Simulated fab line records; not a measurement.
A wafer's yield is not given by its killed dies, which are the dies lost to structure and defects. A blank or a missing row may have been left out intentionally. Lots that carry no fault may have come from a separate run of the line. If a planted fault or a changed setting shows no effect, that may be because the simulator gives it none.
fab line records    flow nandHarc    part 2 of 2: steps 31 to 42 of 42
record: lots: 5  wafers: 15  lastDay: 33
route steps=1302 shown P_BONDPAD@378 A_START@389 A_ZERO_WELL@390 A_SOURCE_PLATE@413 A_ONON_D1@424
lots with no fault: from the same line, run without faults
startH: hours from the record's first day to the start of the lot's first wafer shown    waitH: how many hours have passed since the lot's step before this one    " the same as in the row above    L1.1+2: a row that stands for several wafers    - no value, or no start given    * or withheld: withheld    < > ~ a bound
route shown NAME@n: a module of which the file shows steps, and the number in the route of the first    usual: mean/standard deviation taken from wafers without a fault    same: alike in all rows    chamber/n: place in a boat    sites: the reading at each site    _std_site: how widely they spread, as a standard deviation    _edge_site: mean of outer sites minus mean of inner sites    radiusMm: for every site, how far away it sits from the centre of the wafer    mask NAME#n: copy n    behind: tool/chamber where the wafer was last shaped    hold: what put the lot on hold/how long, in hours/how the hold closed    device: names the non-switching transistor (n, p or np)    end of line: tests run on the same wafers once the route is complete    a step with no rows: only its recipe    killed: dies that structure and defects cost at the first sort, which is not the same as the wafer's yield    map: the dies of a wafer, with x for killed, . for not killed, _ for no die there
set.NAME: setting as actually run; set.NAME@STEP: the setting as run at that earlier step    model.NAME: the simulator's own value behind a step, which no gauge read
lots seen at some steps along the route; tables by step, rows by wafer
services: the hour from which a tool's chamber was out of use, counted from the record's first day as startH (under 0 if before that day), plus the number of hours and why
== steps ==
step: NHARC_A_ZERO_WELL_RTA_16
recipe: tempC: 1000  timeS: 10
usual: lampPowerPct: 31.1/1.6  lamp_zone_1_pct: 31.1/1.6  wafer_temp_C_max: 1003.9/0.8
lot.wafer  tool          chamber  startH  waitH  lampPowerPct  lamp_zone_1_pct  wafer_temp_C_max
L083.3     rtpAnneal-02  0        231.18  -      32.5          32.5             1002.6
L083.4     "             0        "       "      32.5          32.5             1002.7
L083.5     "             0        "       "      32.5          32.6             1004.3
L089.3     rtpAnneal-02  0        290.63  -      32.5          32.5             1004.1
L089.4     "             0        "       "      32.5          32.4             1004.6
L089.5     "             0        "       "      32.5          32.5             1004.3
L091.1     rtpAnneal-02  0        309.58  -      32.5          32.5             1004.4
L091.5     "             0        "       "      32.5          32.4             1003.6
L091.6     "             0        "       "      32.5          32.5             1003.7
L093.2     rtpAnneal-02  0        331.52  -      32.5          32.5             1005.3
L093.5     "             0        "       "      32.5          32.5             1005.2
L093.6     "             0        "       "      32.5          32.5             1004.7
L094.2     rtpAnneal-01  0        344.70  -      29.2          29.2             1004.4
L094.4     "             0        "       "      29.2          29.2             1003.3
L094.5     "             0        "       "      29.2          29.2             1003.8
step: NHARC_A_ZERO_WELL_INSPECT_17
usual: rawDefectCount: 11/5.3
lot.wafer  tool              chamber  startH  waitH  rawDefectCount
L083.3     defectInspect-01  -        231.32  0.1    5
L083.4     "                 -        "       "      15
L083.5     "                 -        "       "      6
L089.3     defectInspect-01  -        290.77  0.1    6
L089.4     "                 -        "       "      9
L089.5     "                 -        "       "      19
L091.1     defectInspect-02  -        309.78  0.2    11
L091.5     "                 -        "       "      15
L091.6     "                 -        "       "      6
L093.2     defectInspect-01  -        331.69  0.1    10
L093.5     "                 -        "       "      13
L093.6     "                 -        "       "      24
L094.2     defectInspect-01  -        344.87  0.1    6
L094.4     "                 -        "       "      7
L094.5     "                 -        "       "      5
step: NHARC_A_SOURCE_PLATE_PRECLEAN_00
recipe: timeS: 60  chemistry: HF-LAST
lot.wafer   tool         chamber  startH  waitH
L083.5+4+3  wetBench-02  4,6,1    231.37  0.0
L089.5+3+4  wetBench-04  3,6,0    290.82  0.0
L091.1+5+6  wetBench-02  0,3,4    309.83  0.1
L093.5+6+2  wetBench-01  6,7,1    331.74  0.0
L094.2+4+5  wetBench-04  6,0,1    344.95  0.1
step: NHARC_A_SOURCE_PLATE_SRD_01
lot.wafer   tool         chamber  startH  waitH
L083.5+4+3  wetBench-02  4,6,1    -       -
L089.5+3+4  wetBench-04  3,6,0    -       -
L091.1+5+6  wetBench-02  0,3,4    -       -
L093.5+6+2  wetBench-01  6,7,1    -       -
L094.2+4+5  wetBench-04  6,0,1    -       -
step: NHARC_A_SOURCE_PLATE_OXIDE_02
recipe: targetThkA: 100  tempC: 900  oxTimeS: 1362  material: SiO2
usual: tubeCenterTempC: 900/0.084
same: oxTimeS: 1362
lot.wafer  tool        chamber  startH  waitH  tubeCenterTempC
L083.3     furnace-01  0        232.31  -      900.13
L083.4     "           0        "       "      900
L083.5     "           0        "       "      899.98
L089.3     furnace-08  0        296.51  -      900
L089.4     "           0        "       "      899.93
L089.5     "           0        "       "      900
L091.1     furnace-08  0        312.17  -      899.98
L091.5     "           0        "       "      899.96
L091.6     "           0        "       "      900.03
L093.2     furnace-08  0        335.55  -      900.09
L093.5     "           0        "       "      899.95
L093.6     "           0        "       "      900.03
L094.2     furnace-07  0        348.01  -      900.01
L094.4     "           0        "       "      899.87
L094.5     "           0        "       "      899.97
step: NHARC_A_SOURCE_PLATE_THK_MEAS_09
recipe: thkMeasGauge: ellipsometry
usual: thkNm: 9.9/1
lot.wafer  tool          chamber  startH  waitH  thkNm
L083.3     filmMetro-01  -        236.31  0.4    8.9
L083.4     "             -        "       "      9.7
L083.5     "             -        "       "      9.1
L089.3     filmMetro-02  -        300.57  0.4    10.8
L089.4     "             -        "       "      9.7
L089.5     "             -        "       "      8.4
L091.1     filmMetro-01  -        316.28  0.4    9.2
L091.5     "             -        "       "      8.2
L091.6     "             -        "       "      10.2
L093.2     filmMetro-02  -        339.63  0.4    10.8
L093.5     "             -        "       "      9.7
L093.6     "             -        "       "      9.6
L094.2     filmMetro-01  -        352.10  0.4    10.3
L094.4     "             -        "       "      8.9
L094.5     "             -        "       "      9.5
step: NHARC_A_SOURCE_PLATE_PVD_04
recipe: targetThkA: 500  material: WSi2
lot.wafer   tool           chamber  startH  waitH
L083.3+4+5  pvdSputter-01  -        236.38  0.1
L089.4+3+5  pvdSputter-02  -        300.66  0.1
L091.1+6+5  pvdSputter-02  -        316.37  0.1
L093.2+5+6  pvdSputter-02  -        339.74  0.1
L094.4+2+5  pvdSputter-01  -        352.20  0.1
step: NHARC_A_SOURCE_PLATE_CVD_03
recipe: targetThkA: 2000  tempC: 620  pressureMtorr: 200  timeS: 4000  material: poly-Si
usual: tubeCenterTempC: 619.99/0.058
lot.wafer  tool          chamber  startH  waitH  tubeCenterTempC
L083.3     lpcvdPoly-01  0        238.90  -      620.01
L083.4     "             0        "       "      619.89
L083.5     "             0        "       "      619.94
L089.3     lpcvdPoly-04  0        303.06  -      619.94
L089.4     "             0        "       "      620
L089.5     "             0        "       "      620.04
L091.1     lpcvdPoly-02  0        318.85  -      620.01
L091.5     "             0        "       "      619.97
L091.6     "             0        "       "      620.04
L093.2     lpcvdPoly-04  0        342.11  -      620.04
L093.5     "             0        "       "      619.99
L093.6     "             0        "       "      620.1
L094.2     lpcvdPoly-02  0        354.68  -      619.98
L094.4     "             0        "       "      620.07
L094.5     "             0        "       "      620.02
step: NHARC_A_SOURCE_PLATE_ANNEAL_05
recipe: tempC: 850  timeS: 1800
usual: tubeCenterTempC: 850.00/0.087  tube_center_temp_C_max: 852.14/0.3
lot.wafer  tool        chamber  startH  waitH  tubeCenterTempC  tube_center_temp_C_max
L083.3     furnace-08  0        245.40  3.4    850.07           852.33
L083.4     "           0        "       "      850.10           851.75
L083.5     "           0        "       "      849.96           852.44
L089.3     furnace-07  0        309.05  2.9    850.02           851.94
L089.4     "           0        "       "      850.00           852.07
L089.5     "           0        "       "      849.92           852.72
L091.1     furnace-07  0        326.15  4.2    850.13           852.61
L091.5     "           0        "       "      849.88           851.59
L091.6     "           0        "       "      850.07           851.78
L093.2     furnace-08  0        348.87  3.7    849.90           852.07
L093.5     "           0        "       "      849.99           852.30
L093.6     "           0        "       "      849.96           852.05
L094.2     furnace-07  0        362.96  5.2    850.04           852.48
L094.4     "           0        "       "      849.97           851.91
L094.5     "           0        "       "      849.93           852.16
step: NHARC_A_SOURCE_PLATE_THK_MEAS_06
recipe: thkMeasGauge: ellipsometry
usual: thkNm: 200.1/2.3
lot.wafer  tool          chamber  startH  waitH  thkNm
L083.3     filmMetro-02  -        249.34  0.4    199.9
L083.4     "             -        "       "      202.0
L083.5     "             -        "       "      200.8
L089.3     filmMetro-02  -        312.97  0.4    199.7
L089.4     "             -        "       "      198.2
L089.5     "             -        "       "      201.0
L091.1     filmMetro-01  -        330.09  0.4    196.5
L091.5     "             -        "       "      199.6
L091.6     "             -        "       "      198.4
L093.2     filmMetro-01  -        352.83  0.4    199.1
L093.5     "             -        "       "      196.4
L093.6     "             -        "       "      197.1
L094.2     filmMetro-01  -        366.94  0.4    204.7
L094.4     "             -        "       "      204.2
L094.5     "             -        "       "      204.1
step: NHARC_A_SOURCE_PLATE_INSPECT_08
usual: rawDefectCount: 65/28
lot.wafer  tool              chamber  startH  waitH  rawDefectCount
L083.3     defectInspect-02  -        249.40  0.0    31
L083.4     "                 -        "       "      72
L083.5     "                 -        "       "      33
L089.3     defectInspect-02  -        313.03  0.0    34
L089.4     "                 -        "       "      43
L089.5     "                 -        "       "      59
L091.1     defectInspect-02  -        330.16  0.0    34
L091.5     "                 -        "       "      43
L091.6     "                 -        "       "      39
L093.2     defectInspect-01  -        352.93  0.0    20
L093.5     "                 -        "       "      39
L093.6     "                 -        "       "      70
L094.2     defectInspect-02  -        367.03  0.0    69
L094.4     "                 -        "       "      62
L094.5     "                 -        "       "      65
step: NHARC_A_ONON_D1_DEP_00
recipe: targetThkA: 10000  n2FlowSccm: 2750  n2oFlowSccm: 2000  nh3FlowSccm: 500  sih4FlowSccm: 210  tempC: 400
usual: n2FlowSccm: 2750/8.3  susceptorTempC: 399.98/0.25
lot.wafer  tool          chamber  startH  waitH  n2FlowSccm  susceptorTempC
L083.3     pecvdOnon-03  0        249.58  0.2    2751        399.54
L083.4     "             0        "       "      2733        399.77
L083.5     "             0        "       "      2747        399.93
L089.3     pecvdOnon-03  0        313.22  0.2    2743        399.59
L089.4     "             0        "       "      2734        399.89
L089.5     "             0        "       "      2744        399.79
L091.1     pecvdOnon-03  0        330.22  0.1    2744        399.75
L091.5     "             0        "       "      2743        399.99
L091.6     "             0        "       "      2748        400.02
L093.2     pecvdOnon-02  0        353.06  0.1    2759        400.09
L093.5     "             0        "       "      2748        400.13
L093.6     "             0        "       "      2757        399.89
L094.2     pecvdOnon-04  0        367.15  0.1    2723        400.13
L094.4     "             0        "       "      2752        399.76
L094.5     "             0        "       "      2739        399.86
== services ==
tool           chamber  startH  hours  kind
wetBench-03    -        210.40  8.0    pm
rieSi-03       -        221.00  9.0    pm
pecvdOnon-03   -        227.11  13.0   pm
wetBench-04    -        227.20  8.0    pm
cmp-03         -        229.11  0.7    repair
wetBench-08    -        232.57  58.3   repair
rieDiel-08     3        238.27  1.2    repair
ecdCu-02       -        244.00  8.0    pm
wetBench-02    -        244.00  8.0    pm
lithoTrack-07  -        251.00  7.0    pm
wetBench-05    -        260.80  8.0    pm
rieDiel-07     0        261.83  5.6    repair
lithoTrack-03  -        275.00  7.0    pm
wetBench-10    -        276.62  2.2    repair
rieDiel-07     -        294.20  9.0    pm
lithoTrack-05  -        299.00  7.0    pm
rieSi-03       3        302.85  6.2    repair
wetBench-10    -        311.20  8.0    pm
rieDiel-07     1        314.67  23.4   repair
rieSi-03       0        315.69  5.2    repair
rieDiel-08     1        319.83  2.8    repair
wetBench-08    -        335.44  8.0    pm
rieDiel-07     2        336.29  3.9    repair
wetBench-09    -        352.80  8.0    pm
